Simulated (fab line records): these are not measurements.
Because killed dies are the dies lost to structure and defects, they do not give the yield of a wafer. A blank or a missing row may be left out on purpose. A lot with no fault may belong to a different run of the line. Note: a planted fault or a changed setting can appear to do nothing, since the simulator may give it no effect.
fab line records / flow n5_finfet / part 2 of 2: steps 16 to 26 of 26
[record] lots = 5 wafers = 15 last_day = 18
route steps=1938 shown MOL_CONTACT_COAG@606 BEOL_M0_SAQP@632
lots that met no fault: from a run of the same line without faults
start_h: the number of hours between the record's first day and the start of the first shown wafer of the lot / wait_h: time in hours since the lot's previous step / " unchanged from the row above / L1.1+2: a single row standing in for several wafers / - no value present, or no start provided / * or withheld: withheld / < > ~ a bound
route shown NAME@n: a module of which the file shows steps, and the number in the route of the first / usual: mean and standard deviation over wafers with no fault / same: alike in all rows / chamber/n: place in a boat / sites: readings site by site / _std_site: standard deviation across them / _edge_site: outer sites' mean less inner sites' / radius_mm: how far each site lies from the wafer's centre / mask NAME#n: copy n / behind: the last tool/chamber to shape the wafer / hold: cause of the lot's hold/its duration in hours/its outcome / device: transistor that didn't switch, given as n, p or np / end of line: the same wafers' tests at the end of the route / a step without rows: its recipe alone / killed: dies that structure and defects cost at the first sort, which is not the same as the wafer's yield / map: a wafer's dies, x killed, . not, _ none there
set.NAME: the run value of the setting; set.NAME@STEP: its run value at that earlier step / model.NAME: the simulator's own value behind a step, which no gauge read
certain route steps with their lots: each step a table, each wafer a row
services: from which hour (start_h, from the record's first day; less than 0 if before it) a tool's chamber was out of use, for how many hours, and why
[[steps]]
[step N5_MOL_CONTACT_COAG_SRD_139]
[recipe] dry = ipa_marangoni time_s = 30 temp_c = 23 rinse_liquid = diw
[usual] do_supply_ppb = 10.01/0.098
[same] time_s = 30
lot.wafer=L080.4 tool=wet_bench-04 chamber=6 start_h=143.01 wait_h=0.0 do_supply_ppb=10.05
lot.wafer=L080.5 tool=wet_bench-04 chamber=1 start_h=143.01 wait_h=0.0 do_supply_ppb=9.98
lot.wafer=L080.6 tool=wet_bench-04 chamber=2 start_h=143.01 wait_h=0.0 do_supply_ppb=10.01
lot.wafer=L081.2 tool=wet_bench-03 chamber=3 start_h=146.41 wait_h=0.0 do_supply_ppb=9.97
lot.wafer=L081.4 tool=wet_bench-03 chamber=5 start_h=146.41 wait_h=0.0 do_supply_ppb=9.93
lot.wafer=L081.5 tool=wet_bench-03 chamber=6 start_h=146.41 wait_h=0.0 do_supply_ppb=9.95
lot.wafer=L089.1 tool=wet_bench-01 chamber=5 start_h=191.74 wait_h=0.0 do_supply_ppb=9.97
lot.wafer=L089.2 tool=wet_bench-01 chamber=4 start_h=191.74 wait_h=0.0 do_supply_ppb=10.05
lot.wafer=L089.5 tool=wet_bench-01 chamber=0 start_h=191.74 wait_h=0.0 do_supply_ppb=9.96
lot.wafer=L091.1 tool=wet_bench-04 chamber=1 start_h=204.28 wait_h=0.0 do_supply_ppb=10.13
lot.wafer=L091.3 tool=wet_bench-04 chamber=6 start_h=204.28 wait_h=0.0 do_supply_ppb=9.92
lot.wafer=L091.6 tool=wet_bench-04 chamber=2 start_h=204.28 wait_h=0.0 do_supply_ppb=9.97
lot.wafer=L097.1 tool=wet_bench-03 chamber=1 start_h=240.73 wait_h=0.0 do_supply_ppb=9.91
lot.wafer=L097.4 tool=wet_bench-03 chamber=5 start_h=240.73 wait_h=0.0 do_supply_ppb=10.12
lot.wafer=L097.6 tool=wet_bench-03 chamber=4 start_h=240.73 wait_h=0.0 do_supply_ppb=10.02
[step N5_MOL_CONTACT_COAG_CD_MEAS_101]
[recipe] target_cd_nm = 16
[usual] cd_nm = 15.9/0.35
lot.wafer=L080.4 tool=cd_sem-01 chamber=- start_h=143.05 wait_h=0.0 cd_nm=15.7
lot.wafer=L080.5 tool=cd_sem-01 chamber=- start_h=143.05 wait_h=0.0 cd_nm=16.3
lot.wafer=L080.6 tool=cd_sem-01 chamber=- start_h=143.05 wait_h=0.0 cd_nm=16.2
lot.wafer=L081.2 tool=cd_sem-02 chamber=- start_h=146.45 wait_h=0.0 cd_nm=17.0
lot.wafer=L081.4 tool=cd_sem-02 chamber=- start_h=146.45 wait_h=0.0 cd_nm=15.8
lot.wafer=L081.5 tool=cd_sem-02 chamber=- start_h=146.45 wait_h=0.0 cd_nm=15.8
lot.wafer=L089.1 tool=cd_sem-03 chamber=- start_h=191.78 wait_h=0.0 cd_nm=15.8
lot.wafer=L089.2 tool=cd_sem-03 chamber=- start_h=191.78 wait_h=0.0 cd_nm=15.5
lot.wafer=L089.5 tool=cd_sem-03 chamber=- start_h=191.78 wait_h=0.0 cd_nm=15.5
lot.wafer=L091.1 tool=cd_sem-01 chamber=- start_h=204.32 wait_h=0.0 cd_nm=16.2
lot.wafer=L091.3 tool=cd_sem-01 chamber=- start_h=204.32 wait_h=0.0 cd_nm=16.0
lot.wafer=L091.6 tool=cd_sem-01 chamber=- start_h=204.32 wait_h=0.0 cd_nm=15.9
lot.wafer=L097.1 tool=cd_sem-03 chamber=- start_h=240.77 wait_h=0.0 cd_nm=16.9
lot.wafer=L097.4 tool=cd_sem-03 chamber=- start_h=240.77 wait_h=0.0 cd_nm=16.0
lot.wafer=L097.6 tool=cd_sem-03 chamber=- start_h=240.77 wait_h=0.0 cd_nm=15.9
[step N5_MOL_CONTACT_COAG_PRE_CLEAN_121]
[recipe] gas = H2/He time_s = * temp_c = withheld
[same] time_s = *
lot.wafer=L080.4+5+6 tool=cvd_w-01 chamber=0,1,0 start_h=143.12 wait_h=0.1
lot.wafer=L081.2+4+5 tool=cvd_w-02 chamber=0,0,1 start_h=146.49 wait_h=0.0
lot.wafer=L089.1+2+5 tool=cvd_w-02 chamber=0,1,0 start_h=191.82 wait_h=0.0
lot.wafer=L091.1+3+6 tool=cvd_w-01 chamber=0,0,1 start_h=204.37 wait_h=0.0
lot.wafer=L097.1+4+6 tool=cvd_w-01 chamber=0,1,1 start_h=240.81 wait_h=0.0
[step N5_MOL_CONTACT_COAG_CVD_140]
[recipe] material = W target_thk_a = 665 mode = selective_fill temp_c = 300 time_s = 215
[usual] heater_power_w = 466/43
[same] time_s = 215
lot.wafer=L080.4 tool=cvd_w-01 chamber=0 start_h=143.26 wait_h=0.1 heater_power_w=403
lot.wafer=L080.5 tool=cvd_w-01 chamber=1 start_h=143.26 wait_h=0.1 heater_power_w=511
lot.wafer=L080.6 tool=cvd_w-01 chamber=0 start_h=143.26 wait_h=0.1 heater_power_w=405
lot.wafer=L081.2 tool=cvd_w-02 chamber=0 start_h=146.58 wait_h=0.1 heater_power_w=489
lot.wafer=L081.4 tool=cvd_w-02 chamber=0 start_h=146.58 wait_h=0.1 heater_power_w=486
lot.wafer=L081.5 tool=cvd_w-02 chamber=1 start_h=146.58 wait_h=0.1 heater_power_w=483
lot.wafer=L089.1 tool=cvd_w-02 chamber=0 start_h=191.91 wait_h=0.1 heater_power_w=483
lot.wafer=L089.2 tool=cvd_w-02 chamber=1 start_h=191.91 wait_h=0.1 heater_power_w=481
lot.wafer=L089.5 tool=cvd_w-02 chamber=0 start_h=191.91 wait_h=0.1 heater_power_w=493
lot.wafer=L091.1 tool=cvd_w-01 chamber=0 start_h=204.46 wait_h=0.1 heater_power_w=395
lot.wafer=L091.3 tool=cvd_w-01 chamber=0 start_h=204.46 wait_h=0.1 heater_power_w=405
lot.wafer=L091.6 tool=cvd_w-01 chamber=1 start_h=204.46 wait_h=0.1 heater_power_w=501
lot.wafer=L097.1 tool=cvd_w-01 chamber=0 start_h=240.90 wait_h=0.1 heater_power_w=411
lot.wafer=L097.4 tool=cvd_w-01 chamber=1 start_h=240.90 wait_h=0.1 heater_power_w=512
lot.wafer=L097.6 tool=cvd_w-01 chamber=1 start_h=240.90 wait_h=0.1 heater_power_w=510
[step N5_MOL_CONTACT_COAG_PRECLEAN_127]
[recipe] chemistry = DIW time_s = 57.5 temp_c = 23
[same] time_s = 57.5
lot.wafer=L080.4+5+6 tool=wet_bench-03 chamber=4,7,3 start_h=143.45 wait_h=0.1
lot.wafer=L081.2+4+5 tool=wet_bench-03 chamber=7,6,5 start_h=146.85 wait_h=0.2
lot.wafer=L089.1+2+5 tool=wet_bench-01 chamber=4,3,6 start_h=192.18 wait_h=0.2
lot.wafer=L091.1+3+6 tool=wet_bench-04 chamber=6,0,5 start_h=204.73 wait_h=0.2
lot.wafer=L097.1+4+6 tool=wet_bench-04 chamber=4,0,1 start_h=241.17 wait_h=0.2
[step N5_MOL_CONTACT_COAG_SRD_128]
[recipe] dry_time_s = 32 dry = n2_spin spin_rpm = 1500
lot.wafer=L080.4+5+6 tool=wet_bench-03 chamber=4,7,3 start_h=143.47 wait_h=0.0
lot.wafer=L081.2+4+5 tool=wet_bench-03 chamber=7,6,5 start_h=146.87 wait_h=0.0
lot.wafer=L089.1+2+5 tool=wet_bench-01 chamber=4,3,6 start_h=192.20 wait_h=0.0
lot.wafer=L091.1+3+6 tool=wet_bench-04 chamber=6,0,5 start_h=204.75 wait_h=0.0
lot.wafer=L097.1+4+6 tool=wet_bench-04 chamber=4,0,1 start_h=241.19 wait_h=0.0
[step N5_MOL_CONTACT_COAG_CMP_52]
[recipe] stop_on = SiO2 t_overpolish_s = 1.5 post_cmp_clean = w_dilute_nh4oh down_force_psi = 4 platen_rpm = 50.289 pad_velocity_m_s = 1.0006 target_thk_nm = 66.5
[usual] motor_current_A = 12.6/1.2 overpolish_run_s = 1.500/0.009 retaining_ring_pressure_frac = 1.000/0.0048 time_to_endpoint_s = 13.0/2.3
[same] t_overpolish_s = 1.5
lot.wafer=L080.4 tool=cmp-02 chamber=1 start_h=143.50 wait_h=0.0 motor_current_A=12.9 overpolish_run_s=1.496 retaining_ring_pressure_frac=0.996 time_to_endpoint_s=11.5
lot.wafer=L080.6 tool=cmp-02 chamber=1 start_h=143.50 wait_h=0.0 motor_current_A=12.1 overpolish_run_s=1.499 retaining_ring_pressure_frac=0.993 time_to_endpoint_s=14.6
lot.wafer=L080.5 tool=cmp-02 chamber=2 start_h=143.50 wait_h=0.0 motor_current_A=13.2 overpolish_run_s=1.512 retaining_ring_pressure_frac=1.006 time_to_endpoint_s=12.6
lot.wafer=L081.4 tool=cmp-02 chamber=3 start_h=146.94 wait_h=0.1 motor_current_A=12.7 overpolish_run_s=1.484 retaining_ring_pressure_frac=0.996 time_to_endpoint_s=14.9
lot.wafer=L081.2 tool=cmp-02 chamber=1 start_h=146.94 wait_h=0.1 motor_current_A=11.8 overpolish_run_s=1.492 retaining_ring_pressure_frac=1.000 time_to_endpoint_s=14.6
lot.wafer=L081.5 tool=cmp-02 chamber=3 start_h=146.94 wait_h=0.1 motor_current_A=12.8 overpolish_run_s=1.508 retaining_ring_pressure_frac=1.002 time_to_endpoint_s=15.9
lot.wafer=L089.1 tool=cmp-02 chamber=3 start_h=192.24 wait_h=0.0 motor_current_A=12.1 overpolish_run_s=1.479 retaining_ring_pressure_frac=1.006 time_to_endpoint_s=14.3
lot.wafer=L089.2 tool=cmp-02 chamber=1 start_h=192.24 wait_h=0.0 motor_current_A=12.4 overpolish_run_s=1.506 retaining_ring_pressure_frac=0.992 time_to_endpoint_s=14.0
lot.wafer=L089.5 tool=cmp-02 chamber=3 start_h=192.24 wait_h=0.0 motor_current_A=12.5 overpolish_run_s=1.513 retaining_ring_pressure_frac=1.008 time_to_endpoint_s=14.1
lot.wafer=L091.3 tool=cmp-03 chamber=2 start_h=204.81 wait_h=0.1 motor_current_A=10.3 overpolish_run_s=1.502 retaining_ring_pressure_frac=1.005 time_to_endpoint_s=14.6
lot.wafer=L091.1 tool=cmp-03 chamber=0 start_h=204.81 wait_h=0.1 motor_current_A=11.8 overpolish_run_s=1.505 retaining_ring_pressure_frac=1.007 time_to_endpoint_s=16.0
lot.wafer=L091.6 tool=cmp-03 chamber=1 start_h=204.81 wait_h=0.1 motor_current_A=14.0 overpolish_run_s=1.488 retaining_ring_pressure_frac=0.995 time_to_endpoint_s=13.9
lot.wafer=L097.4 tool=cmp-01 chamber=2 start_h=241.22 wait_h=0.0 motor_current_A=11.6 overpolish_run_s=1.502 retaining_ring_pressure_frac=0.999 time_to_endpoint_s=12.0
lot.wafer=L097.1 tool=cmp-01 chamber=1 start_h=241.22 wait_h=0.0 motor_current_A=13.9 overpolish_run_s=1.520 retaining_ring_pressure_frac=1.002 time_to_endpoint_s=11.7
lot.wafer=L097.6 tool=cmp-01 chamber=3 start_h=241.22 wait_h=0.0 motor_current_A=12.5 overpolish_run_s=1.499 retaining_ring_pressure_frac=1.000 time_to_endpoint_s=12.5
[step N5_MOL_CONTACT_COAG_THK_MEAS_53]
[recipe] reads = SiO2_of_MOL_CONTACT_COAG_PECVD_31
[usual] VIA_MOL_THK = 43.9/0.62
lot.wafer=L080.4 tool=film_metro-01 chamber=- start_h=143.80 wait_h=- VIA_MOL_THK[nm]=45.0
lot.wafer=L080.5 tool=film_metro-01 chamber=- start_h=143.80 wait_h=- VIA_MOL_THK[nm]=43.8
lot.wafer=L080.6 tool=film_metro-01 chamber=- start_h=143.80 wait_h=- VIA_MOL_THK[nm]=45.0
lot.wafer=L081.2 tool=film_metro-01 chamber=- start_h=147.20 wait_h=- VIA_MOL_THK[nm]=44.1
lot.wafer=L081.4 tool=film_metro-01 chamber=- start_h=147.20 wait_h=- VIA_MOL_THK[nm]=44.2
lot.wafer=L081.5 tool=film_metro-01 chamber=- start_h=147.20 wait_h=- VIA_MOL_THK[nm]=44.3
lot.wafer=L089.1 tool=film_metro-02 chamber=- start_h=192.53 wait_h=- VIA_MOL_THK[nm]=43.7
lot.wafer=L089.2 tool=film_metro-02 chamber=- start_h=192.53 wait_h=- VIA_MOL_THK[nm]=44.4
lot.wafer=L089.5 tool=film_metro-02 chamber=- start_h=192.53 wait_h=- VIA_MOL_THK[nm]=44.5
lot.wafer=L091.1 tool=film_metro-01 chamber=- start_h=205.07 wait_h=- VIA_MOL_THK[nm]=43.0
lot.wafer=L091.3 tool=film_metro-01 chamber=- start_h=205.07 wait_h=- VIA_MOL_THK[nm]=42.5
lot.wafer=L091.6 tool=film_metro-01 chamber=- start_h=205.07 wait_h=- VIA_MOL_THK[nm]=42.9
lot.wafer=L097.1 tool=film_metro-01 chamber=- start_h=241.52 wait_h=- VIA_MOL_THK[nm]=44.2
lot.wafer=L097.4 tool=film_metro-01 chamber=- start_h=241.52 wait_h=- VIA_MOL_THK[nm]=43.9
lot.wafer=L097.6 tool=film_metro-01 chamber=- start_h=241.52 wait_h=- VIA_MOL_THK[nm]=44.5
[step N5_MOL_CONTACT_COAG_ANNEAL_112]
[recipe] temp_c = 400 time_s = 1800 ambient = HPD2 pressure_atm = 10
[usual] spike_tc_bottom_C = 418.4/1.1 spike_tc_lower_C = 400.4/1.1 spike_tc_upper_C = 399.5/0.88 wafer_temp_C_max = 401.35/0.3 zone_power_lower_pct = 9.99/0.11
[same] time_s = 1800
lot.wafer=L080.4 tool=hp_anneal-01 chamber=0 start_h=143.82 wait_h=0.0 spike_tc_bottom_C=417.3 spike_tc_lower_C=403.6 spike_tc_upper_C=398.8 wafer_temp_C_max=401.30 zone_power_lower_pct=10.03
lot.wafer=L080.5 tool=hp_anneal-01 chamber=0 start_h=143.82 wait_h=0.0 spike_tc_bottom_C=418.4 spike_tc_lower_C=400.5 spike_tc_upper_C=398.9 wafer_temp_C_max=401.35 zone_power_lower_pct=9.90
lot.wafer=L080.6 tool=hp_anneal-01 chamber=0 start_h=143.82 wait_h=0.0 spike_tc_bottom_C=416.5 spike_tc_lower_C=400.9 spike_tc_upper_C=400.1 wafer_temp_C_max=401.28 zone_power_lower_pct=10.01
lot.wafer=L081.2 tool=hp_anneal-01 chamber=0 start_h=147.24 wait_h=0.0 spike_tc_bottom_C=418.6 spike_tc_lower_C=397.8 spike_tc_upper_C=398.8 wafer_temp_C_max=401.09 zone_power_lower_pct=10.00
lot.wafer=L081.4 tool=hp_anneal-01 chamber=0 start_h=147.24 wait_h=0.0 spike_tc_bottom_C=419.0 spike_tc_lower_C=399.6 spike_tc_upper_C=399.1 wafer_temp_C_max=401.47 zone_power_lower_pct=9.92
lot.wafer=L081.5 tool=hp_anneal-01 chamber=0 start_h=147.24 wait_h=0.0 spike_tc_bottom_C=418.2 spike_tc_lower_C=400.4 spike_tc_upper_C=399.6 wafer_temp_C_max=400.95 zone_power_lower_pct=10.00
lot.wafer=L089.1 tool=hp_anneal-01 chamber=0 start_h=192.56 wait_h=0.0 spike_tc_bottom_C=420.6 spike_tc_lower_C=400.2 spike_tc_upper_C=399.8 wafer_temp_C_max=400.96 zone_power_lower_pct=10.12
lot.wafer=L089.2 tool=hp_anneal-01 chamber=0 start_h=192.56 wait_h=0.0 spike_tc_bottom_C=418.2 spike_tc_lower_C=399.2 spike_tc_upper_C=397.3 wafer_temp_C_max=401.26 zone_power_lower_pct=9.83
lot.wafer=L089.5 tool=hp_anneal-01 chamber=0 start_h=192.56 wait_h=0.0 spike_tc_bottom_C=419.8 spike_tc_lower_C=399.5 spike_tc_upper_C=399.9 wafer_temp_C_max=401.12 zone_power_lower_pct=10.04
lot.wafer=L091.1 tool=hp_anneal-01 chamber=0 start_h=216.43 wait_h=11.4 spike_tc_bottom_C=417.8 spike_tc_lower_C=400.6 spike_tc_upper_C=398.8 wafer_temp_C_max=401.34 zone_power_lower_pct=10.04
lot.wafer=L091.3 tool=hp_anneal-01 chamber=0 start_h=216.43 wait_h=11.4 spike_tc_bottom_C=417.3 spike_tc_lower_C=400.4 spike_tc_upper_C=399.4 wafer_temp_C_max=401.21 zone_power_lower_pct=10.15
lot.wafer=L091.6 tool=hp_anneal-01 chamber=0 start_h=216.43 wait_h=11.4 spike_tc_bottom_C=414.8 spike_tc_lower_C=401.7 spike_tc_upper_C=400.4 wafer_temp_C_max=401.49 zone_power_lower_pct=9.96
lot.wafer=L097.1 tool=hp_anneal-01 chamber=0 start_h=241.54 wait_h=0.0 spike_tc_bottom_C=418.7 spike_tc_lower_C=401.7 spike_tc_upper_C=399.2 wafer_temp_C_max=400.85 zone_power_lower_pct=9.89
lot.wafer=L097.4 tool=hp_anneal-01 chamber=0 start_h=241.54 wait_h=0.0 spike_tc_bottom_C=419.9 spike_tc_lower_C=400.0 spike_tc_upper_C=398.9 wafer_temp_C_max=401.02 zone_power_lower_pct=9.93
lot.wafer=L097.6 tool=hp_anneal-01 chamber=0 start_h=241.54 wait_h=0.0 spike_tc_bottom_C=418.2 spike_tc_lower_C=400.2 spike_tc_upper_C=400.7 wafer_temp_C_max=401.04 zone_power_lower_pct=10.12
[step N5_MOL_CONTACT_COAG_INSPECT_97]
[recipe] inspect_instrument = darkfield mode = post_anneal
[usual] raw_defect_count = 44/19
lot.wafer=L080.4 tool=defect_inspect-02 chamber=- start_h=146.92 wait_h=0.1 raw_defect_count=26
lot.wafer=L080.5 tool=defect_inspect-02 chamber=- start_h=146.92 wait_h=0.1 raw_defect_count=28
lot.wafer=L080.6 tool=defect_inspect-02 chamber=- start_h=146.92 wait_h=0.1 raw_defect_count=17
lot.wafer=L081.2 tool=defect_inspect-02 chamber=- start_h=150.28 wait_h=0.0 raw_defect_count=40
lot.wafer=L081.4 tool=defect_inspect-02 chamber=- start_h=150.28 wait_h=0.0 raw_defect_count=26
lot.wafer=L081.5 tool=defect_inspect-02 chamber=- start_h=150.28 wait_h=0.0 raw_defect_count=39
lot.wafer=L089.1 tool=defect_inspect-02 chamber=- start_h=195.59 wait_h=0.0 raw_defect_count=41
lot.wafer=L089.2 tool=defect_inspect-02 chamber=- start_h=195.59 wait_h=0.0 raw_defect_count=50
lot.wafer=L089.5 tool=defect_inspect-02 chamber=- start_h=195.59 wait_h=0.0 raw_defect_count=17
lot.wafer=L091.1 tool=defect_inspect-02 chamber=- start_h=219.46 wait_h=0.0 raw_defect_count=50
lot.wafer=L091.3 tool=defect_inspect-02 chamber=- start_h=219.46 wait_h=0.0 raw_defect_count=60
lot.wafer=L091.6 tool=defect_inspect-02 chamber=- start_h=219.46 wait_h=0.0 raw_defect_count=63
lot.wafer=L097.1 tool=defect_inspect-01 chamber=- start_h=244.57 wait_h=0.0 raw_defect_count=67
lot.wafer=L097.4 tool=defect_inspect-01 chamber=- start_h=244.57 wait_h=0.0 raw_defect_count=32
lot.wafer=L097.6 tool=defect_inspect-01 chamber=- start_h=244.57 wait_h=0.0 raw_defect_count=107
[step N5_BEOL_M0_SAQP_PECVD_00]
[recipe] material = SiCN target_thk_a = 80 temp_c = withheld precursor = 3MS/NH3 pressure_torr = 3 rf_w = 202 time_s = 14
[usual] showerhead_plenum_p_Torr = 3.665/0.015 throttle_valve_pct = 8.9/0.51
[same] time_s = 14
lot.wafer=L080.4 tool=pecvd-01 chamber=2 start_h=147.21 wait_h=0.1 showerhead_plenum_p_Torr=3.668 throttle_valve_pct=8.1
lot.wafer=L080.5 tool=pecvd-01 chamber=1 start_h=147.21 wait_h=0.1 showerhead_plenum_p_Torr=3.661 throttle_valve_pct=9.1
lot.wafer=L080.6 tool=pecvd-01 chamber=0 start_h=147.21 wait_h=0.1 showerhead_plenum_p_Torr=3.665 throttle_valve_pct=9.0
lot.wafer=L081.2 tool=pecvd-01 chamber=1 start_h=150.59 wait_h=0.2 showerhead_plenum_p_Torr=3.673 throttle_valve_pct=9.8
lot.wafer=L081.4 tool=pecvd-01 chamber=1 start_h=150.59 wait_h=0.2 showerhead_plenum_p_Torr=3.657 throttle_valve_pct=9.9
lot.wafer=L081.5 tool=pecvd-01 chamber=0 start_h=150.59 wait_h=0.2 showerhead_plenum_p_Torr=3.679 throttle_valve_pct=8.8
lot.wafer=L089.1 tool=pecvd-03 chamber=0 start_h=195.93 wait_h=0.2 showerhead_plenum_p_Torr=3.675 throttle_valve_pct=8.9
lot.wafer=L089.2 tool=pecvd-03 chamber=1 start_h=195.93 wait_h=0.2 showerhead_plenum_p_Torr=3.640 throttle_valve_pct=8.8
lot.wafer=L089.5 tool=pecvd-03 chamber=1 start_h=195.93 wait_h=0.2 showerhead_plenum_p_Torr=3.636 throttle_valve_pct=8.6
lot.wafer=L091.1 tool=pecvd-03 chamber=1 start_h=219.79 wait_h=0.2 showerhead_plenum_p_Torr=3.643 throttle_valve_pct=8.9
lot.wafer=L091.3 tool=pecvd-03 chamber=1 start_h=219.79 wait_h=0.2 showerhead_plenum_p_Torr=3.642 throttle_valve_pct=8.5
lot.wafer=L091.6 tool=pecvd-03 chamber=1 start_h=219.79 wait_h=0.2 showerhead_plenum_p_Torr=3.637 throttle_valve_pct=8.8
lot.wafer=L097.1 tool=pecvd-01 chamber=2 start_h=244.91 wait_h=0.2 showerhead_plenum_p_Torr=3.669 throttle_valve_pct=8.3
lot.wafer=L097.4 tool=pecvd-01 chamber=1 start_h=244.91 wait_h=0.2 showerhead_plenum_p_Torr=3.659 throttle_valve_pct=9.6
lot.wafer=L097.6 tool=pecvd-01 chamber=2 start_h=244.91 wait_h=0.2 showerhead_plenum_p_Torr=3.661 throttle_valve_pct=8.4
[[services]]
tool=cmp-02 chamber=- start_h=117.55 hours=6.2 kind=pm
tool=cmp-03 chamber=- start_h=120.08 hours=4.0 kind=pm
tool=rie_diel-01 chamber=3 start_h=123.27 hours=6.5 kind=repair
tool=pecvd-01 chamber=0 start_h=124.34 hours=8.1 kind=repair
tool=rie_diel-02 chamber=0 start_h=128.23 hours=12.0 kind=repair
tool=rie_diel-04 chamber=- start_h=131.45 hours=0.3 kind=repair
tool=cmp-03 chamber=- start_h=141.99 hours=5.0 kind=pm
tool=wet_bench-03 chamber=- start_h=156.49 hours=1.9 kind=pm
tool=plasma_asher-02 chamber=- start_h=160.25 hours=2.5 kind=repair
tool=cvd_w-01 chamber=0 start_h=182.14 hours=3.5 kind=repair
tool=cmp-01 chamber=- start_h=192.95 hours=5.0 kind=pm
tool=rie_diel-01 chamber=- start_h=196.61 hours=0.9 kind=repair
tool=cmp-02 chamber=- start_h=197.13 hours=4.0 kind=pm
tool=rie_diel-04 chamber=3 start_h=198.02 hours=17.3 kind=repair
tool=ald_sin-02 chamber=- start_h=198.44 hours=2.8 kind=pm
tool=cmp-03 chamber=- start_h=201.61 hours=1.2 kind=repair
tool=cmp-03 chamber=- start_h=206.51 hours=0.8 kind=repair
tool=cmp-01 chamber=- start_h=208.40 hours=13.1 kind=pm
tool=cmp-02 chamber=- start_h=216.47 hours=0.3 kind=repair
tool=rie_diel-02 chamber=2 start_h=220.41 hours=6.5 kind=repair
tool=rie_diel-04 chamber=1 start_h=221.06 hours=3.8 kind=repair
tool=cmp-01 chamber=- start_h=228.56 hours=6.6 kind=pm
tool=rie_diel-01 chamber=2 start_h=231.74 hours=9.0 kind=repair
tool=wet_bench-01 chamber=- start_h=239.10 hours=12.6 kind=repair
